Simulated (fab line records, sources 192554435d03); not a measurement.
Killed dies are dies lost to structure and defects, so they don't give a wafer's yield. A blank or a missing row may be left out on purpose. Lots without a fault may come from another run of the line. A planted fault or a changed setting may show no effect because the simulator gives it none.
fab line records | flow n5_finfet
record lots=12 wafers=31 last_day=18
route steps=1938 shown BEOL_M11@1558 TV_OPEN@1887 PAD_METAL@1896 PASSIVATION@1906
lots that met no fault: from a run of the same line without faults
start_h: hours from the record's first day to the start of the lot's first wafer shown | wait_h: hours since the lot's step before | " the same as in the row above | L1.1+2: a row that stands for several wafers | - no value, or no start given | * or withheld: withheld | < > ~ a bound
route shown NAME@n: a module of which the file shows steps, and the number in the route of the first | usual: mean/standard deviation of fault-free wafers | same: alike in all rows | chamber/n: place in a boat | sites: the reading at each site | _std_site: their standard deviation | _edge_site: outer sites' mean less inner sites' | radius_mm: how far each site lies from the wafer's centre | mask NAME#n: copy n | behind: the tool/chamber that last shaped the wafer | hold: why the lot was held/for how many hours/how that ended | device: the transistor (n, p or np) that didn't switch | end of line: the same wafers' tests at the end of the route | a step without rows: its recipe alone | killed: dies lost to structure and defects at the first sort, not the wafer's yield | map: a wafer's dies, x killed, . not, _ none there
set.NAME: the setting as run; set.NAME@STEP: as run at that earlier step | model.NAME: the simulator's own value behind a step, which no gauge read
steps of the route over a sample of lots; a table a step, a row a wafer
services: from which hour (start_h, from the record's first day; less than 0 if before it) a tool's chamber was out of use, for how many hours, and why
## steps
# step N5_BEOL_M11_STRIP_19
# recipe chemistry=O2 power_w=400 temp_c=40 pressure_mtorr=30 rf_frequency_hz=6e+07 bias_power_w=0 overash_fraction=0.2 o2_flow_sccm=225
# usual drypump_motor_current_A=5.7/0.53 oes_product_au=0.76/0.08 rf_vpp_V=3.7/0.56 showerhead_plenum_p_Torr=2.09/0.072 throttle_valve_pct=16.61/0.26
# columns lot.wafer tool chamber start_h wait_h drypump_motor_current_A oes_product_au rf_hours_counter_h rf_vpp_V showerhead_plenum_p_Torr throttle_valve_pct
L384.3 rie_diel-04 0 234.18 0.1 5.3 0.74 169 4.6 2.16 16.64
L384.4 " 1 " " 6.3 0.70 215 3.1 2.14 16.36
L384.5 " 1 " " 6.3 0.71 - 4.9 2.14 16.34
L389.1 rie_diel-06 1 256.40 0.1 5.4 0.81 81 4.1 2.10 16.20
L389.2 " 3 " " 5.2 0.69 191 2.7 2.01 16.74
L389.5 " 2 " " 6.2 0.84 - 3.9 2.02 16.63
L390.2 rie_diel-04 2 264.45 0.2 4.9 0.70 228 3.6 2.17 16.75
L390.3 " 0 " " 5.3 0.73 180 3.1 2.15 16.67
L390.6 " 1 " " 6.3 0.69 - 3.6 2.14 16.37
L392.5 rie_diel-06 3 286.77 0.0 5.2 0.69 - 2.9 2.01 16.78
L392.6 " 0 " " 5.9 0.70 - 3.5 2.18 17.07
L395.1 rie_diel-06 2 315.22 0.1 6.2 0.82 69 4.0 2.01 16.65
L395.2 " 0 " " 5.9 0.71 232 4.7 2.18 17.07
L395.6 " 1 " " 5.4 0.79 - 3.4 2.10 16.26
L396.1 rie_diel-02 1 323.17 0.1 5.1 0.93 10 3.7 2.14 15.97
L396.5 " 0 " " 6.4 0.88 - 3.8 2.15 16.42
L396.6 " 3 " " 6.5 0.69 - 4.2 2.03 16.59
L397.1 rie_diel-06 0 342.19 0.1 5.9 0.71 240 2.9 2.18 17.09
L397.2 " 3 " " 5.2 0.69 211 3.8 2.00 16.80
L397.5 " 0 " " 5.9 0.70 - 4.0 2.18 17.11
L399.1 rie_diel-06 3 349.65 0.1 5.2 0.69 215 2.8 2.00 16.77
L399.4 " 3 " " 5.2 0.68 - 3.5 2.00 16.81
L399.5 " 2 " " 6.2 0.82 - 4.2 2.01 16.66
L400.2 rie_diel-02 2 351.68 0.2 6.3 0.71 238 4.5 2.02 16.96
L400.3 " 1 " " 5.0 0.91 19 3.5 2.13 16.00
L400.5 " 2 " " 6.3 0.70 - 3.6 2.02 16.94
L401.4 rie_diel-06 1 353.15 0.3 5.4 0.79 - 4.5 2.09 16.27
L403.5 rie_diel-06 1 360.90 0.1 5.4 0.80 - 4.0 2.09 16.28
L406.3 rie_diel-04 0 380.45 0.2 5.3 0.69 218 2.6 2.14 16.73
L406.4 " 3 " " 5.9 0.90 - 3.0 2.23 16.39
L406.6 " 0 " " 5.3 0.70 - 3.3 2.14 16.76
# step N5_PASSIVATION_PASS_ETCH_74
# recipe chemistry=CF4/O2 target=SiNx target_depth_a=2200 time_s=110 ion_energy_ev=100 pressure_mtorr=40 source_w=535 bias_w=49 Ar_flow_sccm=100 cf4_flow_sccm=100 O2_flow_sccm=10
# usual drypump_motor_current_A=5.8/0.54 oes_product_au=0.78/0.1 rf_vpp_V=237/5.9 showerhead_plenum_p_Torr=2.21/0.078 throttle_valve_pct=15.92/0.23
# columns lot.wafer tool chamber start_h wait_h drypump_motor_current_A oes_product_au rf_hours_counter_h rf_vpp_V showerhead_plenum_p_Torr throttle_valve_pct
L384.3 rie_diel-04 2 278.97 0.0 4.8 0.71 231 234 2.27 16.11
L384.4 " 1 " " 6.3 0.69 230 244 2.28 15.92
L384.5 " 1 " " 6.3 0.69 - 243 2.28 15.90
L389.1 rie_diel-04 0 302.62 0.0 5.3 0.71 191 232 2.27 16.06
L389.2 " 3 " " 5.9 0.94 11 241 2.36 15.76
L389.5 " 0 " " 5.3 0.71 - 232 2.27 16.07
L390.2 rie_diel-06 3 313.86 0.0 5.2 0.71 204 233 2.09 15.96
L390.3 " 2 " " 6.2 0.84 68 235 2.15 16.09
L390.6 " 2 " " 6.1 0.84 - 233 2.15 16.10
L392.5 rie_diel-06 2 329.21 0.0 6.2 0.84 - 232 2.14 16.12
L392.6 " 1 " " 5.4 0.78 - 237 2.21 15.64
L395.1 rie_diel-04 3 357.39 0.0 5.9 0.89 27 242 2.35 15.77
L395.2 " 1 " " 6.3 0.67 252 243 2.27 15.93
L395.6 " 3 " " 5.9 0.90 - 241 2.35 15.79
L396.1 rie_diel-06 2 362.19 0.0 6.2 0.82 84 235 2.14 16.11
L396.5 " 3 " " 5.2 0.69 - 234 2.08 16.00
L396.6 " 2 " " 6.2 0.83 - 235 2.14 16.15
L397.1 rie_diel-06 1 379.43 0.0 5.4 0.77 117 236 2.21 15.68
L397.2 " 3 " " 5.1 0.69 226 232 2.08 16.02
L397.5 " 3 " " 5.2 0.69 - 235 2.08 16.01
L400.2 rie_diel-06 2 391.33 0.0 6.2 0.80 93 233 2.14 16.14
L400.3 " 3 " " 5.2 0.68 230 234 2.08 16.02
L400.5 " 2 " " 6.2 0.81 - 234 2.14 16.15
L399.1 rie_diel-02 1 391.50 0.0 5.1 0.91 32 249 2.25 15.47
L399.4 " 2 " " 6.3 0.69 - 229 2.08 16.11
L399.5 " 1 " " 5.1 0.91 - 247 2.25 15.47
L401.4 rie_diel-02 1 394.49 0.0 5.1 0.90 - 249 2.25 15.45
L403.5 rie_diel-06 2 397.08 0.0 6.2 0.81 - 234 2.14 16.15
L406.3 rie_diel-02 2 430.37 0.0 6.3 0.96 3 234 2.34 15.64
L406.4 " 3 " " 6.5 0.91 10 234 2.17 15.72
L406.6 " 1 " " 5.1 0.87 - 249 2.25 15.48
# step N5_PASSIVATION_AL_DEP_21
# recipe material=Al target_thk_a=28000 temp_c=400 time_s=170 power_w=30000 chamber_pressure_pa=0.4 gas=Ar
# usual throttle_valve_pct=30.0/0.76
# columns lot.wafer tool chamber start_h wait_h throttle_valve_pct
L384.3 pvd_sputter-01 - 279.75 0.1 28.5
L384.4 " - " " 29.8
L384.5 " - " " 29.9
L389.1 pvd_sputter-02 - 303.86 0.1 30.2
L389.2 " - " " 30.0
L389.5 " - " " 30.3
L390.2 pvd_sputter-01 - 314.68 0.1 30.4
L390.3 " - " " 28.6
L390.6 " - " " 30.0
L392.5 pvd_sputter-01 - 330.51 0.1 30.0
L392.6 " - " " 30.7
L395.1 pvd_sputter-02 - 358.27 0.1 30.2
L395.2 " - " " 29.9
L395.6 " - " " 30.4
L396.1 pvd_sputter-03 - 363.00 0.1 29.1
L396.5 " - " " 31.1
L396.6 " - " " 29.2
L397.1 pvd_sputter-02 - 380.59 0.1 30.0
L397.2 " - " " 29.7
L397.5 " - " " 30.0
L400.2 pvd_sputter-03 - 392.31 0.1 29.9
L400.3 " - " " 31.3
L400.5 " - " " 30.7
L399.1 pvd_sputter-02 - 392.48 0.1 30.0
L399.4 " - " " 29.7
L399.5 " - " " 30.2
L401.4 pvd_sputter-02 - 396.80 0.1 29.6
L403.5 pvd_sputter-02 - 398.28 0.1 30.0
L406.3 pvd_sputter-02 - 431.19 0.1 29.8
L406.4 " - " " 30.0
L406.6 " - " " 29.8
# step N5_PASSIVATION_OVL_MEAS_63
# recipe points_per_wafer=44
# usual PAD_OVL=-2/6.5
# columns lot.wafer tool chamber start_h wait_h PAD_OVL[nm]
L384.3 overlay-02 0 280.38 0.0 6
L384.4 " 0 " " 3
L384.5 " 0 " " -10
L389.1 overlay-01 0 304.36 0.0 -4
L389.2 " 0 " " -6
L389.5 " 0 " " -13
L390.2 overlay-02 0 315.31 0.0 0
L390.3 " 0 " " 2
L390.6 " 0 " " 6
L392.5 overlay-02 0 330.93 0.0 3
L392.6 " 0 " " -1
L395.1 overlay-02 0 358.90 0.0 -7
L395.2 " 0 " " 6
L395.6 " 0 " " -5
L396.1 overlay-02 0 363.50 0.0 -10
L396.5 " 0 " " -4
L396.6 " 0 " " -5
L397.1 overlay-01 0 381.22 0.0 8
L397.2 " 0 " " 9
L397.5 " 0 " " 6
L400.2 overlay-01 0 392.94 0.0 5
L400.3 " 0 " " 3
L400.5 " 0 " " 3
L399.1 overlay-02 0 392.98 0.0 -10
L399.4 " 0 " " -15
L399.5 " 0 " " -14
L401.4 overlay-02 0 397.30 0.0 -3
L403.5 overlay-01 0 398.73 0.1 -1
L406.3 overlay-01 0 431.82 0.0 1
L406.4 " 0 " " -11
L406.6 " 0 " " -6
# step N5_PASSIVATION_PROBE_49
# usual defect_limited_yield=91.5/1.3 killed_at_M0_to_M3=36/10 killed_at_M4_up=13/4.7 killed_at_contacts=13/6.7 killed_at_front_end=37/9.7 killed_at_other=2.6/2.3 killed_dies=101/15 killed_open=67/12 killed_short=32/6.7 sort_bin_4_leakage=0.0/0.31 sort_bin_5_function=5.0/0.89 sort_bin_6_memory=3.2/0.63 sort_bin_8_speed=0.01/0.03 sort_n_pass=1079/16 sort_yield_pct=91.4/1.4
# same gross_dies=1180 killed_at_back_side=0
# columns lot.wafer tool chamber start_h wait_h defect_limited_yield[%] killed_at_M0_to_M3 killed_at_M4_up killed_at_contacts killed_at_front_end killed_at_other killed_dies killed_open killed_short sort_bin_4_leakage[%] sort_bin_5_function[%] sort_bin_6_memory[%] sort_bin_8_speed[%] sort_n_pass sort_yield_pct[%]
L392.5 prober-02 - 336.02 0.2 91.4 26 13 8 54 1 102 70 27 0 3.9 4.0 0 1078 91.4
L395.1 prober-01 - 364.05 0.0 91.2 34 11 14 41 4 104 77 26 0 4.6 3.9 0 1076 91.2
L395.2 prober-01 - 364.10 0.1 92.5 25 19 6 38 1 89 56 31 0 4.2 3.1 0 1091 92.5
L395.6 prober-01 - 364.30 0.3 92.5 27 8 13 38 3 89 57 31 0 4.2 3.3 0 1091 92.5
L397.1 prober-01 - 386.66 0.0 88.9 42 5 41 41 2 131 94 37 0 7.1 3.6 0 1049 88.9
L397.2 prober-01 - 386.71 0.1 90.6 44 12 19 34 2 111 78 28 0 5.4 3.4 0.08 1069 90.6
L397.5 prober-01 - 386.86 0.2 88.6 59 12 18 43 2 134 90 41 0 6.5 4.1 0 1046 88.6
L400.2 prober-02 - 398.03 0.1 91.5 39 12 2 45 2 100 64 35 0 5.1 3.0 0.17 1078 91.4
L400.3 prober-02 - 398.08 0.1 91.9 43 6 5 39 3 96 70 24 0 5.8 2.3 0 1084 91.9
L400.5 prober-02 - 398.18 0.2 92.8 33 10 13 28 1 85 60 25 0 4.2 3.0 0 1095 92.8
L399.1 prober-01 - 398.61 0.0 91.6 31 16 10 40 2 99 65 34 0 4.6 3.2 0 1081 91.6
L399.4 prober-01 - 398.76 0.2 91.9 35 16 9 35 1 96 67 28 0 4.9 2.8 0 1084 91.9
L399.5 prober-01 - 398.81 0.2 92.3 21 12 9 43 6 91 52 36 0 3.6 3.4 0 1089 92.3
L401.4 prober-02 - 402.53 0.2 85.6 27 107 1 32 3 170 48 25 0 8.9 3.6 0 1010 85.6
L403.5 prober-02 - 404.57 0.2 82.9 20 119 5 55 3 202 68 28 0 11.2 4.0 0 978 82.9
# killed by level:class
L392.5 STI_FIN_REVEAL:geometric_particle:open=15 FIN_SAQP:geometric_particle:open=9 FIN_SAQP:geometric_particle:short=8 BEOL_M5:geometric_particle:open=8 MOL_CONTACT_COAG:geometric_particle:open=7 BEOL_M1:geometric_particle:open=6 BEOL_M2:geometric_particle:open=5 STI_FIN_REVEAL:geometric_particle:short=4
L395.1 MOL_CONTACT_COAG:geometric_particle:open=14 BEOL_M1:geometric_particle:open=9 STI_FIN_REVEAL:geometric_particle:open=8 FIN_SAQP:geometric_particle:open=7 BEOL_M0_SAQP:geometric_particle:open=7 BEOL_M3:geometric_particle:open=7 FIN_SAQP:geometric_particle:short=6 GATE_CUT:geometric_particle:short=6
L395.2 BEOL_M4:geometric_particle:open=14 BEOL_M0_SAQP:geometric_particle:short=9 BEOL_M0_SAQP:geometric_particle:open=7 MOL_CONTACT_COAG:geometric_particle:open=6 STI_FIN_REVEAL:geometric_particle:open=6 STARTING-WAFER:geometric_particle:short=5 BEOL_M1:geometric_particle:open=5 STI_FIN_REVEAL:geometric_particle:short=4
L395.6 MOL_CONTACT_COAG:geometric_particle:open=11 BEOL_M0_SAQP:geometric_particle:short=10 FIN_SAQP:geometric_particle:open=8 FIN_SAQP:geometric_particle:short=7 STI_FIN_REVEAL:geometric_particle:open=7 BEOL_M0_SAQP:geometric_particle:open=7 BEOL_M1:geometric_particle:open=5 GATE_CUT:geometric_particle:open=4
L397.1 MOL_CONTACT_COAG:geometric_particle:open=30 BEOL_M1:geometric_particle:open=13 MOL_CONTACT_COAG:geometric_particle:short=11 BEOL_M2:geometric_particle:open=10 FIN_SAQP:geometric_particle:open=9 STI_FIN_REVEAL:geometric_particle:open=9 BEOL_M0:geometric_particle:open=5 FIN_SAQP:geometric_particle:short=4
L397.2 MOL_CONTACT_COAG:geometric_particle:open=15 FIN_SAQP:geometric_particle:open=10 BEOL_M2:geometric_particle:open=10 BEOL_M1:geometric_particle:open=9 BEOL_M0_SAQP:geometric_particle:short=8 FIN_SAQP:geometric_particle:short=6 BEOL_M5:geometric_particle:open=5 MOL_CONTACT_COAG:geometric_particle:short=4
L397.5 BEOL_M2:geometric_particle:open=14 MOL_CONTACT_COAG:geometric_particle:open=13 BEOL_M0_SAQP:geometric_particle:short=13 BEOL_M0_SAQP:geometric_particle:open=13 FIN_SAQP:geometric_particle:open=9 FIN_SAQP:geometric_particle:short=8 BEOL_M3:geometric_particle:open=7 BEOL_M4:geometric_particle:open=7
L400.2 DUMMY_GATE:geometric_particle:open=8 STI_FIN_REVEAL:geometric_particle:open=7 BEOL_M0_SAQP:geometric_particle:short=7 BEOL_M2:geometric_particle:open=7 GATE_CUT:geometric_particle:short=6 BEOL_M3:geometric_particle:open=6 BEOL_M1:geometric_particle:open=6 FIN_SAQP:geometric_particle:open=5
L400.3 BEOL_M3:geometric_particle:open=13 FIN_SAQP:geometric_particle:open=10 GATE_CUT:geometric_particle:short=9 BEOL_M1:geometric_particle:open=8 DUMMY_GATE:geometric_particle:open=7 MOL_CONTACT_COAG:geometric_particle:open=5 BEOL_M2:geometric_particle:open=5 BEOL_M0:geometric_particle:open=5
L400.5 MOL_CONTACT_COAG:geometric_particle:open=10 BEOL_M2:geometric_particle:open=8 FIN_SAQP:geometric_particle:open=5 FIN_SAQP:geometric_particle:short=5 BEOL_M0_SAQP:geometric_particle:open=5 BEOL_M1:geometric_particle:open=5 DUMMY_GATE:geometric_particle:open=4 GATE_CUT:geometric_particle:short=4
L399.1 BEOL_M0_SAQP:geometric_particle:open=11 MOL_CONTACT_COAG:geometric_particle:open=9 BEOL_M0_SAQP:geometric_particle:short=9 BEOL_M4:geometric_particle:open=7 GATE_CUT:geometric_particle:short=6 BEOL_M1:geometric_particle:open=6 FIN_SAQP:geometric_particle:open=5 FIN_SAQP:geometric_particle:short=5
L399.4 BEOL_M2:geometric_particle:open=12 FIN_SAQP:geometric_particle:open=8 MOL_CONTACT_COAG:geometric_particle:open=8 FIN_SAQP:geometric_particle:short=7 STI_FIN_REVEAL:geometric_particle:open=7 BEOL_M1:geometric_particle:open=6 BEOL_M0_SAQP:geometric_particle:open=5 BEOL_M0_SAQP:geometric_particle:short=5
L399.5 FIN_SAQP:geometric_particle:open=12 FIN_SAQP:geometric_particle:short=8 BEOL_M0_SAQP:geometric_particle:short=6 STI_FIN_REVEAL:geometric_particle:open=5 GATE_CUT:geometric_particle:short=5 MOL_CONTACT_COAG:geometric_particle:open=5 MOL_CONTACT_COAG:geometric_particle:short=4 BEOL_M0_SAQP:geometric_particle:open=4
L401.4 BEOL_M11:unspecified=93 BEOL_M0:geometric_particle:open=8 DUMMY_GATE:geometric_particle:open=6 BEOL_M1:geometric_particle:open=6 FIN_SAQP:geometric_particle:open=5 BEOL_M4:geometric_particle:short=5 BEOL_M4:geometric_particle:open=5 STI_FIN_REVEAL:geometric_particle:open=4
L403.5 BEOL_M11:unspecified=105 FIN_SAQP:geometric_particle:open=13 STI_FIN_REVEAL:geometric_particle:open=11 BEOL_M2:geometric_particle:open=9 FIN_SAQP:geometric_particle:short=8 DUMMY_GATE:geometric_particle:open=7 GATE_CUT:geometric_particle:open=5 BEOL_M4:geometric_particle:open=5
## services
# columns tool chamber start_h hours kind
rie_diel-02 1 222.31 5.3 repair
pvd_sputter-01 - 234.69 2.1 repair
rie_diel-04 3 237.79 - clean
rie_diel-04 3 237.79 - consumable_replace:focus_ring
rie_diel-04 3 237.79 - consumable_replace:showerhead
rie_diel-04 3 237.79 23.2 scheduled_down
rie_diel-04 3 237.79 23.2 vent_cycle
pvd_sputter-01 - 256.70 7.0 repair
pvd_sputter-01 - 340.25 1.8 repair
rie_diel-04 2 349.02 - clean
rie_diel-04 2 349.02 - consumable_replace:esc
rie_diel-04 2 349.02 - consumable_replace:focus_ring
rie_diel-04 2 349.02 25.6 scheduled_down
rie_diel-04 2 349.02 25.6 vent_cycle
rie_diel-04 1 374.64 - clean
rie_diel-04 1 374.64 - consumable_replace:focus_ring
rie_diel-06 0 390.39 - clean
rie_diel-06 0 390.39 - consumable_replace:focus_ring
rie_diel-06 0 390.39 16.0 scheduled_down
rie_diel-06 0 390.39 16.0 vent_cycle
rie_diel-02 - 408.08 0.5 repair
pvd_sputter-01 - 414.15 8.3 repair
rie_diel-04 3 423.31 2.9 repair
pvd_sputter-03 - 430.25 1.9 repair
## key
first_sign step=N5_PASSIVATION_PROBE_49 reading=killed_at_M4_up direction=up sigmas=22 usual=13 struck=113
effect step=N5_PASSIVATION_PROBE_49 reading=defect_limited_yield direction=down sigmas=5.5 usual=91.5 struck=84.2
more_kills_born_at N5_BEOL_M11_STRIP_19@rie_diel-06=198
met_at N5_BEOL_M11_STRIP_19
struck_lots L401,L403
struck_wafers L401.4,L403.5
not_acting_at N5_PASSIVATION_PASS_ETCH_74,N5_PASSIVATION_AL_DEP_21,N5_PASSIVATION_OVL_MEAS_63
onset_between 315.22 353.15
earlier_fault kind=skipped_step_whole tool=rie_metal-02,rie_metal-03 chamber=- onset_h=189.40 steps=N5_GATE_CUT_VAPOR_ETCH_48 scope=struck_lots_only
fault kind=chamber_particle_source tool=rie_diel-06 chamber=1 onset_h=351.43 steps=N5_BEOL_M11_STRIP_19 rate_per_visit_cm2=0.47064
